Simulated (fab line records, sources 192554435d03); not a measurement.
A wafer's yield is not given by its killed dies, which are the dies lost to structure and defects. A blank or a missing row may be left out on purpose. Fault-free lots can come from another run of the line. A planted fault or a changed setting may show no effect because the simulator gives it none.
fab line records	flow n5Finfet
record: lots: 7	wafers: 21	lastDay: 18
route steps=1938 shown BEOL_M4@1082 PASSIVATION@1936
lots that met no fault: taken from a fault-free run of the same line
startH: hours from the record's opening day to when the first of the lot's shown wafers began	waitH: time in hours since the lot's previous step	" the same as in the row above	L1.1+2: a single row standing in for several wafers	- value missing, or start not given	* or withheld: withheld	< > ~ a bound
route shown NAME@n: names a module that has steps shown in the file, with the first one's number in the route	usual: mean and standard deviation over wafers with no fault	same: alike in all rows	chamber/n: place in a boat	sites: per-site readings	_std_site: the standard deviation of these	_edge_site: the outer-site mean with the inner-site mean subtracted	radiusMm: how far each site lies from the wafer's centre	mask NAME#n: copy n	behind: tool/chamber where the wafer was last shaped	hold: the reason the lot was held/the length of the hold in hours/how it ended	device: names the non-switching transistor (n, p or np)	end of line: the route-end tests of the same wafers	a step without rows: its recipe alone	killed: the dies lost at the first sort to structure and to defects; this is not the yield of the wafer	map: dies across one wafer; x = killed, . = not, _ = none there
set.NAME: the setting the step ran with; set.NAME@STEP: the setting that earlier step ran with	model.NAME: the simulator's own value behind a step, which no gauge read
lots at selected steps of the route; one table per step, one row per wafer
services: a tool's chamber out of use, with start hour (startH, from the record's first day; less than 0 if before it), hours out, and reason
== steps ==
step: N5_BEOL_M4_SURFACE_TREAT_85
recipe: gas: Ar	timeS: *	ionEnergyEv: *	ionCurrentMaCm2: 0.5	pressureMtorr: *	arFlowSccm: 30
step: N5_BEOL_M4_CVD_47
recipe: material: Co	targetThkA: 30	tempC: withheld	precursor: CCTBA/H2	pressureTorr: 30	timeS: 223.8
step: N5_BEOL_M4_SPUTTER_48
recipe: material: Cu	targetThkA: 45	tempC: -20	chamberPressurePa: 0.07	powerW: withheld	timeS: 8.29
usual: chamberPressurePa: 0.07/0.00014	chuckGasFlowSccm: 1.26/0.055	susceptorTempC: -19.99/0.098	throttleValvePct: 29.9/1.2
lot.wafer	tool	chamber	startH	waitH	chamberPressurePa	chuckGasFlowSccm	susceptorTempC	throttleValvePct
L603.1	pvdSputter-03	-	169.93	0.1	0.07009	1.24	-19.94	29.2
L603.2	"	-	"	"	0.06997	1.26	-19.98	29.0
L603.3	"	-	"	"	0.06997	1.32	-20.11	28.6
L606.3	pvdSputter-02	-	196.75	0.9	0.06991	1.26	-19.96	31.3
L606.5	"	-	"	"	0.06986	1.29	-20.09	30.4
L606.6	"	-	"	"	0.07	1.25	-19.99	31.7
L619.1	pvdSputter-01	-	269.60	0.2	0.0702	1.29	-20.11	30.2
L619.2	"	-	"	"	0.07002	1.35	-20.15	27.7
L619.6	"	-	"	"	0.07024	1.31	-20.01	30.5
L620.2	pvdSputter-03	-	272.31	1.5	0.06989	1.23	-19.75	30.7
L620.4	"	-	"	"	0.07004	1.20	-20.18	28.8
L620.5	"	-	"	"	0.07011	1.24	-19.93	29.0
L618.3	pvdSputter-03	-	276.73	0.5	0.06994	1.25	-20.14	29.0
L618.5	"	-	"	"	0.07013	1.25	-20.28	29.3
L618.6	"	-	"	"	0.07018	1.19	-20.04	28.8
L621.1	pvdSputter-02	-	295.01	0.1	0.07001	1.24	-20.00	31.9
L621.2	"	-	"	"	0.0699	1.26	-19.88	29.5
L621.6	"	-	"	"	0.06977	1.30	-20.09	31.6
L625.2	pvdSputter-03	-	318.79	0.1	0.07014	1.18	-19.88	30.9
L625.4	"	-	"	"	0.06992	1.25	-19.87	29.4
L625.5	"	-	"	"	0.07	1.28	-20.04	29.0
step: N5_BEOL_M4_ANNEAL_49
recipe: tempC: 400	timeS: 240	ambient: vacuum
step: N5_BEOL_M4_SPUTTER_79
recipe: material: Cu	targetThkA: 45	tempC: -20	chamberPressurePa: 0.07	powerW: withheld	timeS: 8.29
usual: chamberPressurePa: 0.07/0.00013	chuckGasFlowSccm: 1.26/0.059	susceptorTempC: -20.00/0.099	throttleValvePct: 29.9/1.1
lot.wafer	tool	chamber	startH	waitH	chamberPressurePa	chuckGasFlowSccm	susceptorTempC	throttleValvePct
L603.1	pvdSputter-03	-	170.15	0.1	0.07011	1.38	-20.01	29.5
L603.2	"	-	"	"	0.07013	1.21	-20.07	29.0
L603.3	"	-	"	"	0.07009	1.22	-20.08	28.8
L606.3	pvdSputter-02	-	196.97	0.1	0.06991	1.14	-20.01	31.6
L606.5	"	-	"	"	0.07001	1.32	-20.03	30.7
L606.6	"	-	"	"	0.06995	1.35	-19.92	31.7
L619.1	pvdSputter-01	-	269.82	0.1	0.07	1.26	-20.12	30.3
L619.2	"	-	"	"	0.07006	1.34	-20.03	27.9
L619.6	"	-	"	"	0.06989	1.29	-19.99	30.7
L620.2	pvdSputter-03	-	272.53	0.1	0.07001	1.20	-19.94	30.8
L620.4	"	-	"	"	0.07012	1.31	-20.13	28.8
L620.5	"	-	"	"	0.07012	1.24	-20.06	28.8
L618.3	pvdSputter-03	-	276.95	0.1	0.07005	1.30	-20.14	28.7
L618.5	"	-	"	"	0.07012	1.24	-19.98	29.1
L618.6	"	-	"	"	0.07006	1.25	-20.06	28.7
L621.1	pvdSputter-02	-	295.23	0.1	0.06991	1.31	-19.99	31.7
L621.2	"	-	"	"	0.07027	1.27	-20.12	29.5
L621.6	"	-	"	"	0.06988	1.18	-19.97	31.3
L625.2	pvdSputter-03	-	319.01	0.1	0.06998	1.31	-20.06	30.7
L625.4	"	-	"	"	0.07009	1.22	-19.83	29.5
L625.5	"	-	"	"	0.06998	1.40	-20.04	28.9
step: N5_BEOL_M4_ANNEAL_80
recipe: tempC: 400	timeS: 240	ambient: vacuum
step: N5_BEOL_M4_SPUTTER_81
recipe: material: Cu	targetThkA: 45	tempC: -20	chamberPressurePa: 0.07	powerW: withheld	timeS: 8.29
step: N5_BEOL_M4_ANNEAL_82
recipe: tempC: 400	timeS: 240	ambient: vacuum
usual: heaterPowerW: 819/67	susceptorTempC: 400.00/0.21
lot.wafer	tool	chamber	startH	waitH	heaterPowerW	susceptorTempC
L603.1	pvdSputter-03	-	170.45	0.0	767	400.22
L603.2	"	-	"	"	921	399.62
L603.3	"	-	"	"	757	399.89
L606.3	pvdSputter-02	-	197.27	0.0	718	400.07
L606.5	"	-	"	"	852	400.05
L606.6	"	-	"	"	813	400.17
L619.1	pvdSputter-01	-	270.12	0.0	860	400.01
L619.2	"	-	"	"	851	400.02
L619.6	"	-	"	"	860	400.15
L620.2	pvdSputter-03	-	272.83	0.0	789	399.91
L620.4	"	-	"	"	771	399.68
L620.5	"	-	"	"	926	400.05
L618.3	pvdSputter-03	-	277.25	0.0	787	400.05
L618.5	"	-	"	"	777	400.31
L618.6	"	-	"	"	766	400.06
L621.1	pvdSputter-02	-	295.53	0.0	821	400.17
L621.2	"	-	"	"	1002	400.07
L621.6	"	-	"	"	816	400.32
L625.2	pvdSputter-03	-	319.31	0.0	800	399.89
L625.4	"	-	"	"	785	399.94
L625.5	"	-	"	"	916	399.63
step: N5_BEOL_M4_SPUTTER_86
recipe: material: Cu	targetThkA: 45	tempC: -20	chamberPressurePa: 0.07	powerW: withheld	timeS: 8.29
step: N5_BEOL_M4_ANNEAL_87
recipe: tempC: 400	timeS: 240	ambient: vacuum
usual: heaterPowerW: 819/65	susceptorTempC: 400.01/0.22
lot.wafer	tool	chamber	startH	waitH	heaterPowerW	susceptorTempC
L603.1	pvdSputter-03	-	170.67	0.0	768	399.78
L603.2	"	-	"	"	901	400.34
L603.3	"	-	"	"	757	399.81
L606.3	pvdSputter-02	-	197.49	0.0	708	399.60
L606.5	"	-	"	"	828	400.08
L606.6	"	-	"	"	804	400.35
L619.1	pvdSputter-01	-	270.34	0.0	861	400.11
L619.2	"	-	"	"	829	400.13
L619.6	"	-	"	"	852	400.33
L620.2	pvdSputter-03	-	273.05	0.0	784	400.12
L620.4	"	-	"	"	764	400.07
L620.5	"	-	"	"	885	399.98
L618.3	pvdSputter-03	-	277.47	0.0	789	400.03
L618.5	"	-	"	"	766	400.12
L618.6	"	-	"	"	762	399.76
L621.1	pvdSputter-02	-	295.75	0.0	791	400.38
L621.2	"	-	"	"	995	399.71
L621.6	"	-	"	"	807	399.95
L625.2	pvdSputter-03	-	319.53	0.0	783	400.17
L625.4	"	-	"	"	777	400.31
L625.5	"	-	"	"	924	399.70
step: N5_BEOL_M4_SPUTTER_88
recipe: material: Cu	targetThkA: 45	tempC: -20	chamberPressurePa: 0.07	powerW: withheld	timeS: 8.29
step: N5_BEOL_M4_ANNEAL_89
recipe: tempC: 400	timeS: 240	ambient: vacuum
step: N5_BEOL_M4_SPUTTER_90
recipe: material: Cu	targetThkA: 45	tempC: -20	chamberPressurePa: 0.07	powerW: withheld	timeS: 8.29
usual: chamberPressurePa: 0.06998/0.00014	chuckGasFlowSccm: 1.26/0.047	susceptorTempC: -19.99/0.11	throttleValvePct: 29.9/1.1
lot.wafer	tool	chamber	startH	waitH	chamberPressurePa	chuckGasFlowSccm	susceptorTempC	throttleValvePct
L603.1	pvdSputter-03	-	171.03	0.1	0.06985	1.22	-20.09	29.2
L603.2	"	-	"	"	0.06973	1.28	-20.01	29.1
L603.3	"	-	"	"	0.07003	1.29	-19.94	28.9
L606.3	pvdSputter-02	-	197.85	0.1	0.06999	1.16	-20.12	31.5
L606.5	"	-	"	"	0.07005	1.23	-19.92	30.3
L606.6	"	-	"	"	0.06971	1.25	-20.05	31.9
L619.1	pvdSputter-01	-	270.70	0.1	0.06992	1.23	-20.05	30.7
L619.2	"	-	"	"	0.07007	1.24	-20.06	27.8
L619.6	"	-	"	"	0.06968	1.36	-20.19	30.3
L620.2	pvdSputter-03	-	273.41	0.1	-	-	-	-
L620.4	"	-	"	"	-	-	-	-
L620.5	"	-	"	"	-	-	-	-
L618.3	pvdSputter-03	-	277.83	0.1	-	-	-	-
L618.5	"	-	"	"	-	-	-	-
L618.6	"	-	"	"	-	-	-	-
L621.1	pvdSputter-02	-	296.11	0.1	-	-	-	-
L621.2	"	-	"	"	-	-	-	-
L621.6	"	-	"	"	-	-	-	-
L625.2	pvdSputter-03	-	319.89	0.1	0.07006	1.34	-19.94	30.9
L625.4	"	-	"	"	0.06991	1.23	-20.13	29.3
L625.5	"	-	"	"	0.06973	1.22	-20.05	28.9
step: N5_BEOL_M4_ANNEAL_91
recipe: tempC: 400	timeS: 240	ambient: vacuum
usual: heaterPowerW: 820/67	susceptorTempC: 400.04/0.23
lot.wafer	tool	chamber	startH	waitH	heaterPowerW	susceptorTempC
L603.1	pvdSputter-03	-	171.11	0.0	759	400.25
L603.2	"	-	"	"	941	400.48
L603.3	"	-	"	"	742	400.24
L606.3	pvdSputter-02	-	197.93	0.0	735	400.01
L606.5	"	-	"	"	829	399.91
L606.6	"	-	"	"	783	400.65
L619.1	pvdSputter-01	-	270.78	0.0	853	400.03
L619.2	"	-	"	"	823	400.11
L619.6	"	-	"	"	861	399.52
L620.2	pvdSputter-03	-	273.49	0.0	803	400.23
L620.4	"	-	"	"	769	400.01
L620.5	"	-	"	"	926	400.00
L618.3	pvdSputter-03	-	277.91	0.0	756	400.16
L618.5	"	-	"	"	771	400.21
L618.6	"	-	"	"	755	399.92
L621.1	pvdSputter-02	-	296.19	0.0	791	399.95
L621.2	"	-	"	"	1005	400.05
L621.6	"	-	"	"	780	399.69
L625.2	pvdSputter-03	-	319.97	0.0	783	399.99
L625.4	"	-	"	"	776	400.22
L625.5	"	-	"	"	946	400.13
step: N5_BEOL_M4_RC_MEAS_101
usual: DIBL_N: 36.1/1.7	DIBL_P: 35.9/2.1	IOFF_N: 0.154/0.029	IOFF_P: 0.21/0.035	ION_N: 673/10	ION_P: 463/7.5	SS_N: 71.6/0.59	SS_P: 73.2/0.69	VT_N: 250.5/2.9	VT_P: -250/3.2
lot.wafer	tool	chamber	startH	waitH	DIBL_N[mV/V]	DIBL_P[mV/V]	IOFF_N[nA/um]	IOFF_P[nA/um]	ION_N[uA/um]	ION_P[uA/um]	SS_N[mV/dec]	SS_P[mV/dec]	VT_N[mV]	VT_P[mV]
L603.1	prober-02	0	178.14	0.0	38.8	40.8	0.206	0.29	688	477	72.9	74.4	246.4	-248
L603.2	"	0	"	"	36.0	37.0	0.137	0.21	660	456	71.6	73.6	254.4	-249
L603.3	"	0	"	"	34.7	36.3	0.130	0.21	668	463	71.8	72.8	251.9	-250
L606.3	prober-01	0	200.20	0.3	37.2	38.4	0.183	0.26	696	481	71.9	74.0	247.0	-249
L606.5	"	0	"	"	38.1	39.4	0.205	0.28	697	472	71.4	74.6	243.6	-247
L606.6	"	0	"	"	37.3	37.8	0.173	0.24	681	469	71.4	73.5	248.7	-249
L619.1	prober-02	0	272.46	0.0	37.7	39.3	0.179	0.31	675	481	72.1	73.6	249.5	-241
L619.2	"	0	"	"	34.8	34.1	0.124	0.21	662	465	71.3	72.7	253.2	-247
L619.6	"	0	"	"	35.2	35.4	0.127	0.22	661	467	71.1	72.8	252.4	-244
L620.2	prober-01	0	275.38	0.2	37.9	37.2	0.192	0.23	680	463	71.9	73.1	249.0	-252
L620.4	"	0	"	"	36.2	35.9	0.151	0.20	672	464	72.2	72.6	250.9	-253
L620.5	"	0	"	"	35.5	34.4	0.138	0.19	678	468	72.2	73.1	253.4	-252
L618.3	prober-01	0	279.90	0.3	33.7	34.6	0.109	0.18	660	467	71.0	72.5	255.1	-250
L618.5	"	0	"	"	34.5	34.2	0.114	0.18	660	464	70.6	72.5	252.4	-249
L618.6	"	0	"	"	35.7	36.7	0.142	0.22	679	471	71.7	73.3	250.7	-248
L621.1	prober-01	0	297.92	0.0	36.3	37.0	0.157	0.20	681	462	71.3	73.8	250.4	-251
L621.2	"	0	"	"	37.2	38.4	0.174	0.23	673	466	71.9	73.4	248.6	-249
L621.6	"	0	"	"	39.2	41.0	0.226	0.27	691	472	71.8	74.1	244.4	-246
L625.2	prober-01	0	321.80	0.2	35.9	37.4	0.157	0.20	667	462	72.5	73.4	250.8	-251
L625.4	"	0	"	"	38.6	40.3	0.206	0.25	682	468	72.4	73.9	246.7	-248
L625.5	"	0	"	"	35.6	36.8	0.154	0.19	669	458	71.5	73.1	250.8	-250
step: N5_PASSIVATION_PROBE_49
usual: defectLimitedYield: 91.3/1.4	killed_at_M0_to_M3: 34/9.2	killed_at_M4_up: 13/5.3	killedAtContacts: 12/6	killedAtFrontEnd: 39/12	killedAtOther: 4/3.3	killedDies: 102/17	killedOpen: 67/12	killedShort: 34/7.4	sort_bin_5_function: 5.1/1	sort_bin_6_memory: 3.2/0.6	sortNPass: 1078/17	sortYieldPct: 91.3/1.4
same: grossDies: 1180	killedAtBackSide: 0	sort_bin_4_leakage[%]: 0	sort_bin_8_speed[%]: 0
lot.wafer	tool	chamber	startH	waitH	defectLimitedYield[%]	killed_at_M0_to_M3	killed_at_M4_up	killedAtContacts	killedAtFrontEnd	killedAtOther	killedDies	killedOpen	killedShort	sort_bin_5_function[%]	sort_bin_6_memory[%]	sortNPass	sortYieldPct[%]
L603.1	prober-02	-	280.20	0.0	92.0	12	18	23	40	1	94	62	32	4.7	3.1	1086	92.0
L603.2	prober-02	-	280.25	0.1	89.5	56	15	14	29	10	124	82	35	5.5	4.2	1056	89.5
L603.3	prober-02	-	280.30	0.1	89.3	45	30	20	25	6	126	89	37	6.9	3.3	1054	89.3
L606.3	prober-02	-	298.40	0.1	92.6	25	15	10	35	2	87	59	26	4.4	2.9	1093	92.6
L606.5	prober-02	-	298.50	0.2	92.8	31	11	5	32	6	85	53	32	4.1	2.9	1095	92.8
L606.6	prober-02	-	298.55	0.3	91.9	35	11	10	37	2	95	61	32	5.2	2.6	1085	91.9
L620.2	prober-01	-	379.74	0.1	90.3	49	17	9	38	2	115	66	44	5.8	3.6	1065	90.3
L620.4	prober-01	-	379.84	0.2	92.2	35	14	16	26	1	92	56	30	5.5	2.3	1088	92.2
L620.5	prober-01	-	379.89	0.2	91.0	47	18	16	24	1	106	66	35	4.9	3.7	1074	91.0
L618.3	prober-02	-	380.86	0.1	91.8	38	26	5	28	0	97	57	33	4.0	3.7	1083	91.8
L618.5	prober-02	-	380.96	0.2	90.2	37	16	11	49	3	116	70	36	5.9	3.2	1064	90.2
L618.6	prober-02	-	381.01	0.3	91.4	35	14	14	37	1	101	59	36	4.8	3.4	1079	91.4
L621.1	prober-01	-	406.92	0.0	89.1	24	25	22	55	3	129	87	34	7.0	3.6	1051	89.1
L621.2	prober-01	-	406.97	0.1	90.6	30	17	27	32	5	111	72	33	6.0	3.3	1069	90.6
L621.6	prober-01	-	407.17	0.3	89.6	49	18	25	24	7	123	86	29	6.5	3.7	1057	89.6
L625.2	prober-01	-	443.21	0.1	91.7	18	7	23	45	5	98	71	27	5.1	2.9	1082	91.7
L625.4	prober-01	-	443.31	0.2	92.3	39	6	13	29	4	91	56	31	4.4	3.1	1089	92.3
L625.5	prober-01	-	443.36	0.2	92.3	30	5	5	48	3	91	56	34	4.5	2.6	1089	92.3
killed by level:class
L603.1 MOL_CONTACT_COAG:geometricParticle:open=18 FIN_SAQP:geometricParticle:short=15 BEOL_M4:geometricParticle:open=10 FIN_SAQP:geometricParticle:open=5 MOL_CONTACT_COAG:geometricParticle:short=5 BEOL_M2:geometricParticle:open=5 STARTING-WAFER:geometricParticle:open=5 BEOL_M0_SAQP:geometricParticle:open=4
L603.2 BEOL_M2:geometricParticle:open=16 MOL_CONTACT_COAG:geometricParticle:open=11 BEOL_M0_SAQP:geometricParticle:open=11 BEOL_M0_SAQP:geometricParticle:short=9 BEOL_M1:geometricParticle:open=8 HKMG_FIN:areaEtch=7 FIN_SAQP:geometricParticle:open=5 BEOL_M2:geometricParticle:short=5
L603.3 BEOL_M4:geometricParticle:open=17 MOL_CONTACT_COAG:geometricParticle:open=15 BEOL_M2:geometricParticle:open=15 BEOL_M0_SAQP:geometricParticle:short=7 STI_FIN_REVEAL:geometricParticle:open=6 FIN_SAQP:geometricParticle:open=5 MOL_CONTACT_COAG:geometricParticle:short=5 BEOL_M3:geometricParticle:open=5
L606.3 STI_FIN_REVEAL:geometricParticle:open=12 FIN_SAQP:geometricParticle:short=8 MOL_CONTACT_COAG:geometricParticle:open=8 FIN_SAQP:geometricParticle:open=7 BEOL_M0_SAQP:geometricParticle:short=6 BEOL_M3:geometricParticle:open=5 BEOL_M5:geometricParticle:open=4 BEOL_M1:geometricParticle:open=4
L606.5 BEOL_M0_SAQP:geometricParticle:short=11 BEOL_M0_SAQP:geometricParticle:open=8 STI_FIN_REVEAL:geometricParticle:open=6 BEOL_M1:geometricParticle:open=6 DUMMY_GATE:geometricParticle:open=5 FIN_SAQP:geometricParticle:short=4 STI_FIN_REVEAL:geometricParticle:short=4 BEOL_M5:geometricParticle:open=4
L606.6 BEOL_M0_SAQP:geometricParticle:open=12 FIN_SAQP:geometricParticle:short=9 BEOL_M0_SAQP:geometricParticle:short=9 BEOL_M1:geometricParticle:open=8 MOL_CONTACT_COAG:geometricParticle:open=8 FIN_SAQP:geometricParticle:open=5 ILD0:geometricParticle:open=4 GATE_CUT:geometricParticle:short=4
L620.2 BEOL_M0_SAQP:geometricParticle:short=14 BEOL_M0_SAQP:geometricParticle:open=13 BEOL_M2:geometricParticle:open=9 FIN_SAQP:geometricParticle:short=7 STI_FIN_REVEAL:geometricParticle:open=6 BEOL_M3:geometricParticle:open=6 GATE_CUT:geometricParticle:short=5 MOL_CONTACT_COAG:geometricParticle:open=5
L620.4 MOL_CONTACT_COAG:geometricParticle:open=12 STI_FIN_REVEAL:geometricParticle:open=11 BEOL_M0_SAQP:geometricParticle:short=10 BEOL_M3:geometricParticle:open=10 BEOL_M4:interfaceVoidOpened=6 FIN_SAQP:geometricParticle:short=5 MOL_CONTACT_COAG:geometricParticle:short=4 BEOL_M0_SAQP:geometricParticle:open=4
L620.5 MOL_CONTACT_COAG:geometricParticle:open=15 BEOL_M0_SAQP:geometricParticle:short=12 BEOL_M3:geometricParticle:open=9 BEOL_M1:geometricParticle:open=7 BEOL_M4:geometricParticle:open=7 BEOL_M2:geometricParticle:open=6 STI_FIN_REVEAL:geometricParticle:open=5 BEOL_M0_SAQP:geometricParticle:open=5
L618.3 BEOL_M2:geometricParticle:open=16 GATE_CUT:geometricParticle:short=7 BEOL_M4:geometricParticle:open=7 BEOL_M4:geometricParticle:short=7 BEOL_M4:interfaceVoidOpened=7 FIN_SAQP:geometricParticle:open=5 BEOL_M0_SAQP:geometricParticle:open=5 ILD0:geometricParticle:short=4
L618.5 FIN_SAQP:geometricParticle:open=10 MOL_CONTACT_COAG:geometricParticle:open=10 BEOL_M3:geometricParticle:open=9 DUMMY_GATE:geometricParticle:open=8 GATE_CUT:geometricParticle:short=8 BEOL_M4:interfaceVoidOpened=7 BEOL_M0_SAQP:geometricParticle:short=6 STARTING-WAFER:geometricParticle:short=5
L618.6 BEOL_M1:geometricParticle:short=13 MOL_CONTACT_COAG:geometricParticle:open=12 FIN_SAQP:geometricParticle:open=8 BEOL_M1:geometricParticle:open=7 DUMMY_GATE:geometricParticle:open=6 BEOL_M4:geometricParticle:open=6 GATE_CUT:geometricParticle:short=5 BEOL_M4:interfaceVoidOpened=5
L621.1 MOL_CONTACT_COAG:geometricParticle:open=20 FIN_SAQP:geometricParticle:open=18 BEOL_M4:geometricParticle:open=11 FIN_SAQP:geometricParticle:short=10 STI_FIN_REVEAL:geometricParticle:open=10 BEOL_M4:interfaceVoidOpened=6 BEOL_M1:geometricParticle:open=5 BEOL_M0_SAQP:geometricParticle:open=4
L621.2 MOL_CONTACT_COAG:geometricParticle:open=20 FIN_SAQP:geometricParticle:short=8 BEOL_M4:geometricParticle:open=7 MOL_CONTACT_COAG:geometricParticle:short=7 FIN_SAQP:geometricParticle:open=6 STI_FIN_REVEAL:geometricParticle:open=6 BEOL_M0_SAQP:geometricParticle:short=6 BEOL_M3:geometricParticle:open=6
L621.6 MOL_CONTACT_COAG:geometricParticle:open=20 BEOL_M2:geometricParticle:open=13 BEOL_M1:geometricParticle:open=12 FIN_SAQP:geometricParticle:open=9 BEOL_M0_SAQP:geometricParticle:open=9 FIN_SAQP:geometricParticle:short=8 BEOL_M3:geometricParticle:open=7 BEOL_M4:geometricParticle:open=6
L625.2 MOL_CONTACT_COAG:geometricParticle:open=20 FIN_SAQP:geometricParticle:open=11 FIN_SAQP:geometricParticle:short=9 STI_FIN_REVEAL:geometricParticle:open=7 BEOL_M3:geometricParticle:open=6 BEOL_M1:geometricParticle:open=5 STARTING-WAFER:geometricParticle:short=5 STARTING-WAFER:geometricParticle:open=4
L625.4 BEOL_M3:geometricParticle:open=12 MOL_CONTACT_COAG:geometricParticle:open=11 FIN_SAQP:geometricParticle:open=10 BEOL_M0_SAQP:geometricParticle:short=9 FIN_SAQP:geometricParticle:short=6 BEOL_M0_SAQP:geometricParticle:open=5 STI_FIN_REVEAL:geometricParticle:open=4 DUMMY_GATE:geometricParticle:open=3
L625.5 FIN_SAQP:geometricParticle:open=18 FIN_SAQP:geometricParticle:short=11 BEOL_M3:geometricParticle:open=6 STI_FIN_REVEAL:geometricParticle:open=5 BEOL_M2:geometricParticle:open=5 BEOL_M1:geometricParticle:open=4 MOL_CONTACT_COAG:geometricParticle:open=4 BEOL_M0_SAQP:geometricParticle:short=4
== services ==
tool	chamber	startH	hours	kind
pvdSputter-01	-	182.92	8.3	repair
== key ==
firstSign: step: N5_BEOL_M4_SPUTTER_90	reading: toolRecord	direction: missing
effect none on later readings
metAt N5_BEOL_M4_SPUTTER_90
struckWafers L618.3,L618.5,L618.6,L620.2,L620.4,L620.5,L621.1,L621.2,L621.6
onsetBetween 197.85 273.41
fault: kind: skippedStepWhole	tool: pvdSputter-02,pvdSputter-03	chamber: -	onsetH: 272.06	steps: N5_BEOL_M4_SPUTTER_90	scope: struckLotsOnly
